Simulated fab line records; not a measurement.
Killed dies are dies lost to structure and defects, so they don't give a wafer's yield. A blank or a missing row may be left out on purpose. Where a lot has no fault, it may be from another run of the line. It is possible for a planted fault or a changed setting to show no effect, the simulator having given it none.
fab line records -- flow n5_finfet
record lots=7, wafers=21
route steps=1938 shown BEOL_M12@1608 BEOL_M14@1753 MIM_TOP@1838 MIM_TOP_LITHO@1843
start_h: hours from the record's opening day to when the first of the lot's shown wafers began -- wait_h: hours elapsed since this lot's preceding step -- " unchanged from the row above -- L1.1+2: several wafers, shown together as one row -- - value missing, or start not given -- * or withheld: withheld -- < > ~ a bound
route shown NAME@n: names a module that has steps shown in the file, with the first one's number in the route -- usual: mean and standard deviation over wafers with no fault -- same: alike in all rows -- chamber/n: place in a boat -- sites: readings site by site -- _std_site: standard deviation of those values -- _edge_site: the outer-site mean with the inner-site mean subtracted -- radius_mm: for every site, how far away it sits from the centre of the wafer -- mask NAME#n: copy n -- behind: the tool/chamber that last shaped the wafer -- hold: what put the lot on hold/how long, in hours/how the hold closed -- device: which transistor (n, p or np) failed to switch -- end of line: the same wafers' tests at the end of the route -- a step with no rows: only its recipe -- killed: the dies lost at the first sort to structure and to defects; this is not the yield of the wafer -- map: shows each die of a wafer: x if killed, . if not, _ if none is there
set.NAME: the setting that was run; set.NAME@STEP: the one run at that earlier step -- model.NAME: the simulator's own value behind a step, which no gauge read
lots where settings were altered on purpose, with a table for each step and a row for each wafer
## steps
# step N5_BEOL_M12_EXPOSE_07
# recipe mask_id=V11, na=0.93, source_shape=conventional, sigma_outer=0.6, polarization=unpolarized, attpsm_phase_deg=180, dose_mj=32.5
lot.wafer,tool,chamber,start_h,wait_h,mask,set.dose_mj
L075.2+5+6,krf_scanner-01,0,222.77,-,V11#0,32.5
L081.2+6,krf_scanner-01,0,265.61,-,V11#0,33.3
L081.3,krf_scanner-01,0,265.61,-,V11#0,32.5
L083.1+4+5,krf_scanner-01,0,281.66,-,V11#0,32.5
L085.2+5+6,krf_scanner-02,0,295.42,-,V11#0,32.5
L087.3+6,krf_scanner-01,0,302.54,-,V11#0,32.5
L087.5,krf_scanner-01,0,302.54,-,V11#0,31.39
L094.3+5,krf_scanner-01,0,346.32,-,V11#0,32.5
L094.6,krf_scanner-01,0,346.32,-,V11#0,31.38
L095.1+4+5,krf_scanner-02,0,352.15,-,V11#0,30.63
# step N5_BEOL_M12_PEB_08
# recipe peb_temp_c=130, peb_time_s=90
# step N5_BEOL_M12_DEVELOP_09
# recipe develop_time_s=45, rinse_liquid=diw, dry=air_spin, dev_temp_c=21
# step N5_BEOL_M12_DESCUM_15
# recipe chemistry=O2, time_s=7.9, source_power_w=50, bias_power_w=20, pressure_mtorr=20, rf_frequency_hz=2.712e+07, temp_c=40, o2_flow_sccm=225
# step N5_BEOL_M12_ETCH_59
# recipe chemistry=N2/H2, target=BARC, target_depth_a=890, overetch_a=267, time_s=67.9, ion_energy_ev=200, pressure_mtorr=30, source_w=840, bias_w=150, n2_flow_sccm=200, h2_flow_sccm=200
# step N5_BEOL_M12_VIA_ETCH_16
# recipe chemistry=C4F8/O2/Ar, target=SiOC, pressure_mtorr=30, source_w=3000, bias_w=700, Ar_flow_sccm=400, C4F8_flow_sccm=15, O2_flow_sccm=8, he_inner_torr=15, he_outer_torr=30, target_depth_a=7248, time_s=withheld, ion_energy_ev=250, ends=cleared
lot.wafer,tool,chamber,start_h,wait_h,set.time_s@BEOL_M12_ILD_DEP_00,model.etch.depth_nm,model.coat_of_BEOL_M12_COAT_04.thk_nm
L075.2,rie_diel-05,1,223.24,0.0,*,544.4,155.6
L075.5,rie_diel-05,3,223.24,0.0,*,653.3,124.6
L075.6,rie_diel-05,2,223.24,0.0,*,655.6,124.2
L081.2,rie_diel-06,2,265.95,0.0,*,680.5,118.2
L081.3,rie_diel-06,3,265.95,0.0,*,641.8,128.2
L081.6,rie_diel-06,0,265.95,0.0,*,682.2,117.2
L083.1,rie_diel-02,3,282.04,0.0,*,732.8,101.6
L083.4,rie_diel-02,0,282.04,0.0,*,744,99.2
L083.5,rie_diel-02,3,282.04,0.0,*,664.7,119.6
L085.2,rie_diel-02,0,295.80,0.0,*,657.6,124.2
L085.5,rie_diel-02,1,295.80,0.0,*,672.5,118.6
L085.6,rie_diel-02,2,295.80,0.0,*,669.7,122.8
L087.3,rie_diel-02,3,302.87,0.0,*,645.9,126.2
L087.5,rie_diel-02,3,302.87,0.0,*,649,125
L087.6,rie_diel-02,0,302.87,0.0,*,666.2,121.8
L094.3,rie_diel-02,2,346.72,0.0,*,661.8,124.4
L094.5,rie_diel-02,2,346.72,0.0,*,569.8,150.6
L094.6,rie_diel-02,3,346.72,0.0,*,664.7,119.2
L095.1,rie_diel-06,2,352.50,0.0,*,657,126
L095.4,rie_diel-06,0,352.50,0.0,*,666.5,122
L095.5,rie_diel-06,0,352.50,0.0,*,667,121.6
# step N5_BEOL_M12_STRIP_63
# recipe chemistry=N2/H2, power_w=1000, temp_c=250, h2_frac=0.65, overash_fraction=0.3, pressure_mtorr=1000, n2_flow_sccm=1750, h2_flow_sccm=3250
# usual strip_time_to_endpoint_s=42.6/0.81
lot.wafer,tool,chamber,start_h,wait_h,set.time_s@BEOL_M12_ILD_DEP_00,strip_time_to_endpoint_s
L075.2,plasma_asher-01,0,223.44,-,113.6,51.2
L075.5,plasma_asher-01,0,223.44,-,130.7,42.9
L075.6,plasma_asher-01,1,223.44,-,130.7,42.8
L081.2,plasma_asher-02,1,266.35,-,136.8,41.2
L081.3,plasma_asher-02,0,266.35,-,130.7,43.9
L081.6,plasma_asher-02,1,266.35,-,136.8,40.9
L083.1,plasma_asher-02,1,282.23,-,145.8,36.7
L083.4,plasma_asher-02,0,282.23,-,145.8,36.0
L083.5,plasma_asher-02,1,282.23,-,130.7,41.6
L085.2,plasma_asher-01,0,296.00,-,130.7,42.8
L085.5,plasma_asher-01,0,296.00,-,130.7,41.3
L085.6,plasma_asher-01,1,296.00,-,130.7,42.4
L087.3,plasma_asher-02,0,303.09,-,130.7,43.3
L087.5,plasma_asher-02,1,303.09,-,130.7,43.0
L087.6,plasma_asher-02,0,303.09,-,130.7,42.1
L094.3,plasma_asher-01,1,346.94,-,130.7,42.8
L094.5,plasma_asher-01,1,346.94,-,113.5,49.8
L094.6,plasma_asher-01,0,346.94,-,130.7,41.4
L095.1,plasma_asher-01,1,352.71,-,130.7,43.3
L095.4,plasma_asher-01,1,352.71,-,130.7,42.2
L095.5,plasma_asher-01,1,352.71,-,130.7,42.1
# step N5_BEOL_M14_TRENCH_ETCH_34
# recipe chemistry=C4F8/O2/Ar, target=SiO2, target_depth_a=5566.5, mask_material=SOC, he_inner_torr=15, he_outer_torr=30, time_s=126.9, ion_energy_ev=800, pressure_mtorr=20, source_w=1905, bias_w=2040, Ar_flow_sccm=400, C4F8_flow_sccm=16, O2_flow_sccm=12
# usual rf_vpp_V=2203/43
lot.wafer,tool,chamber,start_h,wait_h,set.bias_w,rf_vpp_V
L075.2,rie_diel-05,3,236.31,0.0,1873,2066
L075.5,rie_diel-05,3,236.31,0.0,1873,2069
L075.6,rie_diel-05,0,236.31,0.0,2040,2252
L081.2,rie_diel-05,3,282.97,0.0,2040,2194
L081.3,rie_diel-05,1,282.97,0.0,2261,2429
L081.6,rie_diel-05,0,282.97,0.0,2040,2251
L083.1,rie_diel-05,1,293.69,0.0,2371,2507
L083.4,rie_diel-05,3,293.69,0.0,2040,2194
L083.5,rie_diel-05,1,293.69,0.0,2040,2264
L085.2,rie_diel-05,0,308.34,0.0,2040,2251
L085.5,rie_diel-05,1,308.34,0.0,2040,2263
L085.6,rie_diel-05,0,308.34,0.0,2040,2250
L087.3,rie_diel-05,1,318.39,0.0,2040,2264
L087.5,rie_diel-05,2,318.39,0.0,2341,2481
L087.6,rie_diel-05,3,318.39,0.0,2341,2412
L094.3,rie_diel-02,3,359.91,0.0,2040,2128
L094.5,rie_diel-02,0,359.91,0.0,2200,2320
L094.6,rie_diel-02,3,359.91,0.0,2200,2244
L095.1,rie_diel-05,3,364.31,0.0,2040,2193
L095.4,rie_diel-05,1,364.31,0.0,2040,2262
L095.5,rie_diel-05,3,364.31,0.0,2040,2192
# step N5_BEOL_M14_SPUTTER_43
# recipe material=TaN, target_thk_a=150, temp_c=50, bias_v=168.6, power_w=15000, chamber_pressure_pa=0.12, time_s=24.19
lot.wafer,tool,chamber,start_h,wait_h,set.time_s,model.TaN_of_BEOL_M14_SPUTTER_43.thk_nm
L075.2,pvd_sputter-03,-,237.09,0.0,24.19,15
L075.5+6,pvd_sputter-03,-,237.09,0.0,24.19,15.2
L081.2+3+6,pvd_sputter-03,-,285.55,0.0,22.91,14.2
L083.1+5,pvd_sputter-03,-,295.46,0.0,27.45,17.4
L083.4,pvd_sputter-03,-,295.46,0.0,24.19,15.2
L085.2+5,pvd_sputter-01,-,312.91,0.0,24.19,14.8
L085.6,pvd_sputter-01,-,312.91,0.0,24.19,15.2
L087.3,pvd_sputter-01,-,321.92,0.0,24.19,15.2
L087.5,pvd_sputter-01,-,321.92,0.0,24.19,15
L087.6,pvd_sputter-01,-,321.92,0.0,22.09,13.6
L094.3+5+6,pvd_sputter-02,-,366.08,0.0,21.12,13.2
L095.1+4,pvd_sputter-01,-,366.43,0.0,24.19,15
L095.5,pvd_sputter-01,-,366.43,0.0,25.55,15.6
# step N5_BEOL_M14_DEP_53
# recipe material=SiCN, target_thk_a=500, temp_c=withheld, precursor=3MS/NH3, pressure_torr=3, rf_w=675, time_s=17.8
lot.wafer,tool,chamber,start_h,wait_h,set.time_s,model.SiCN_of_BEOL_M14_DEP_53.thk_nm
L075.2,pecvd-03,0,238.59,0.0,18.89,53.2
L075.5,pecvd-03,2,238.59,0.0,17.8,49.6
L075.6,pecvd-03,0,238.59,0.0,17.8,51.4
L081.2,pecvd-02,2,286.68,0.0,15.38,43.2
L081.3,pecvd-02,1,286.68,0.0,17.8,49.2
L081.6,pecvd-02,1,286.68,0.0,15.38,44
L083.1,pecvd-01,2,296.58,0.0,17.8,48.6
L083.4,pecvd-01,1,296.58,0.0,17.8,50.2
L083.5,pecvd-01,0,296.58,0.0,19.07,53.4
L085.2,pecvd-02,0,314.46,0.0,17.8,49.6
L085.5,pecvd-02,0,314.46,0.0,17.8,50.2
L085.6,pecvd-02,1,314.46,0.0,17.8,50
L087.3,pecvd-02,1,323.46,0.0,17.8,50.4
L087.5+6,pecvd-02,"1,2",323.46,0.0,17.8,51
L094.3,pecvd-03,2,367.36,0.0,16.88,46
L094.5,pecvd-03,2,367.36,0.0,16.88,46.6
L094.6,pecvd-03,0,367.36,0.0,17.8,50
L095.1,pecvd-01,1,367.81,0.0,17.8,49.4
L095.4,pecvd-01,1,367.81,0.0,20.19,57.2
L095.5,pecvd-01,2,367.81,0.0,20.19,56.8
# step N5_MIM_TOP_SPUTTER_03
# recipe material=TiN, target_thk_a=350, temp_c=200, power_w=3000, chamber_pressure_pa=0.49996, gas=Ar, reactive_partial_pa=0.37997, time_s=89.7
lot.wafer,tool,chamber,start_h,wait_h,set.time_s,model.TiN_of_MIM_TOP_SPUTTER_03.thk_nm
L075.2,pvd_sputter-01,-,246.60,0.0,84.09,32.6
L075.5,pvd_sputter-01,-,246.60,0.0,89.7,35
L075.6,pvd_sputter-01,-,246.60,0.0,89.7,35.2
L081.2,pvd_sputter-03,-,296.44,0.0,89.7,34.2
L081.3,pvd_sputter-03,-,296.44,0.0,97.69,38.2
L081.6,pvd_sputter-03,-,296.44,0.0,89.7,34.6
L083.1,pvd_sputter-02,-,304.87,0.0,89.7,34.6
L083.4,pvd_sputter-02,-,304.87,0.0,93.54,35.8
L083.5,pvd_sputter-02,-,304.87,0.0,93.54,36
L085.2,pvd_sputter-01,-,322.40,0.0,89.7,34.4
L085.5,pvd_sputter-01,-,322.40,0.0,89.7,34.8
L085.6,pvd_sputter-01,-,322.40,0.0,89.7,34.6
L087.3+6,pvd_sputter-01,-,333.06,0.0,89.7,34.8
L087.5,pvd_sputter-01,-,333.06,0.0,89.7,34.6
L094.3,pvd_sputter-03,-,376.36,0.0,89.7,35.8
L094.5,pvd_sputter-03,-,376.36,0.0,89.7,35.4
L094.6,pvd_sputter-03,-,376.36,0.0,76.58,30.6
L095.1,pvd_sputter-03,-,380.16,0.0,99.35,38.8
L095.4,pvd_sputter-03,-,380.16,0.0,89.7,35.6
L095.5,pvd_sputter-03,-,380.16,0.0,89.7,35.2
# step N5_MIM_TOP_LITHO_EXPOSE_05
# recipe mask_id=MIM_TOP, na=0.55, source_shape=conventional, sigma_outer=0.8, polarization=unpolarized, target_cd_nm=2000, dose_mj=20.5
lot.wafer,tool,chamber,start_h,wait_h,mask,set.dose_mj
L075.2,krf_scanner-02,0,246.94,-,MIM_TOP#0,19.41
L075.5+6,krf_scanner-02,0,246.94,-,MIM_TOP#0,20.5
L081.2+3,krf_scanner-02,0,296.66,-,MIM_TOP#0,20.5
L081.6,krf_scanner-02,0,296.66,-,MIM_TOP#0,19.82
L083.1+4+5,krf_scanner-01,0,305.21,-,MIM_TOP#0,20.5
L085.2+5+6,krf_scanner-01,0,322.62,-,MIM_TOP#0,20.5
L087.3+5+6,krf_scanner-01,0,333.29,-,MIM_TOP#0,20.5
L094.3,krf_scanner-01,0,376.59,-,MIM_TOP#0,21
L094.5+6,krf_scanner-01,0,376.59,-,MIM_TOP#0,20.5
L095.1,krf_scanner-01,0,380.37,-,MIM_TOP#0,20.5
L095.4+5,krf_scanner-01,0,380.37,-,MIM_TOP#0,18.99
# step N5_MIM_TOP_LITHO_PEB_06
# recipe peb_temp_c=withheld, peb_time_s=*
# step N5_MIM_TOP_LITHO_DEVELOP_07
# recipe develop_time_s=60, rinse_liquid=diw, dry=air_spin, dev_temp_c=21
# step N5_MIM_TOP_LITHO_HARDBAKE_09
# recipe temp_c=130, time_s=120
# step N5_MIM_TOP_LITHO_CD_MEAS_08
# recipe target_cd_nm=2000, landing_energy_ev=500, detector=se_inlens
# usual cd_nm=1999.2/1.7
lot.wafer,tool,chamber,start_h,wait_h,set.dose_mj@MIM_TOP_LITHO_EXPOSE_05,cd_nm
L075.2,cd_sem-03,0,247.12,-,19.41,2009.0
L075.5,cd_sem-03,0,247.12,-,20.5,1999.3
L075.6,cd_sem-03,0,247.12,-,20.5,2001.0
L081.2,cd_sem-02,0,296.83,-,20.5,1998.2
L081.3,cd_sem-02,0,296.83,-,20.5,1999.2
L081.6,cd_sem-02,0,296.83,-,19.82,2007.1
L083.1,cd_sem-02,0,305.38,-,20.5,1998.0
L083.4,cd_sem-02,0,305.38,-,20.5,1998.2
L083.5,cd_sem-02,0,305.38,-,20.5,1998.9
L085.2,cd_sem-03,0,322.79,-,20.5,1997.9
L085.5,cd_sem-03,0,322.79,-,20.5,1996.4
L085.6,cd_sem-03,0,322.79,-,20.5,1999.3
L087.3,cd_sem-01,0,333.46,-,20.5,2002.2
L087.5,cd_sem-01,0,333.46,-,20.5,1997.7
L087.6,cd_sem-01,0,333.46,-,20.5,1998.3
L094.3,cd_sem-02,0,376.75,-,21,1994.9
L094.5,cd_sem-02,0,376.75,-,20.5,1998.0
L094.6,cd_sem-02,0,376.75,-,20.5,2001.3
L095.1,cd_sem-01,0,380.55,-,20.5,2001.1
L095.4,cd_sem-01,0,380.55,-,18.99,2014.6
L095.5,cd_sem-01,0,380.55,-,18.99,2012.0
# step N5_MIM_TOP_LITHO_DESCUM_10
# recipe chemistry=O2, time_s=7.9, source_power_w=50, bias_power_w=20, pressure_mtorr=20, rf_frequency_hz=2.712e+07, temp_c=40, o2_flow_sccm=225
lot.wafer,tool,chamber,start_h,wait_h,set.dose_mj@MIM_TOP_LITHO_EXPOSE_05,model.MIM_TOP_LITHO.cd_nm
L075.2,rie_diel-02,1,247.20,0.0,19.41,2009
L075.5,rie_diel-02,2,247.20,0.0,20.5,1999
L075.6,rie_diel-02,1,247.20,0.0,20.5,2001
L081.2,rie_diel-05,2,297.34,0.5,20.5,1998
L081.3,rie_diel-05,3,297.34,0.5,20.5,1999
L081.6,rie_diel-05,0,297.34,0.5,19.82,2007
L083.1+4,rie_diel-02,"1,3",305.85,0.4,20.5,1998
L083.5,rie_diel-02,0,305.85,0.4,20.5,1999
L085.2,rie_diel-02,1,322.88,0.0,20.5,1998
L085.5,rie_diel-02,1,322.88,0.0,20.5,1996
L085.6,rie_diel-02,3,322.88,0.0,20.5,1999
L087.3,rie_diel-06,1,333.69,0.2,20.5,2002
L087.5,rie_diel-06,1,333.69,0.2,20.5,1997
L087.6,rie_diel-06,3,333.69,0.2,20.5,1999
L094.3,rie_diel-02,0,376.84,0.0,21,1995
L094.5,rie_diel-02,1,376.84,0.0,20.5,1998
L094.6,rie_diel-02,3,376.84,0.0,20.5,2001
L095.1,rie_diel-02,1,380.64,0.0,20.5,2001
L095.4,rie_diel-02,3,380.64,0.0,18.99,2015
L095.5,rie_diel-02,1,380.64,0.0,18.99,2012
## key
split step=N5_BEOL_M12_EXPOSE_07, setting=dose_mj, stated=32.5, by=wafer
response none clear
split step=N5_BEOL_M14_TRENCH_ETCH_34, setting=bias_w, stated=2040, by=wafer
response step=N5_BEOL_M14_TRENCH_ETCH_34, reading=rf_vpp_V, change=+16.7, per=1%, r=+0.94
split step=N5_BEOL_M14_SPUTTER_43, setting=time_s, stated=24.19, by=wafer
response step=N5_BEOL_M14_SPUTTER_43, reading=model.TaN_of_BEOL_M14_SPUTTER_43.thk_nm, change=+0.16, per=1%, r=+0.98
split step=N5_BEOL_M14_DEP_53, setting=time_s, stated=17.8, by=wafer
response step=N5_BEOL_M14_DEP_53, reading=model.SiCN_of_BEOL_M14_DEP_53.thk_nm, change=+0.505, per=1%, r=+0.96
split step=N5_MIM_TOP_SPUTTER_03, setting=time_s, stated=89.7, by=wafer
response step=N5_MIM_TOP_SPUTTER_03, reading=model.TiN_of_MIM_TOP_SPUTTER_03.thk_nm, change=+0.353, per=1%, r=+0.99
split step=N5_MIM_TOP_LITHO_EXPOSE_05, setting=dose_mj, stated=20.5, by=wafer
response step=N5_MIM_TOP_LITHO_CD_MEAS_08, reading=cd_nm, change=-1.77, per=1%, r=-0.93
response step=N5_MIM_TOP_LITHO_DESCUM_10, reading=model.MIM_TOP_LITHO.cd_nm, change=-1.74, per=1%, r=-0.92
split outside_this_file step=N5_BEOL_M12_ILD_DEP_00 setting=time_s
# split outside_this_file: this setting was split too, and the file shows its column; the key of that split is in another file
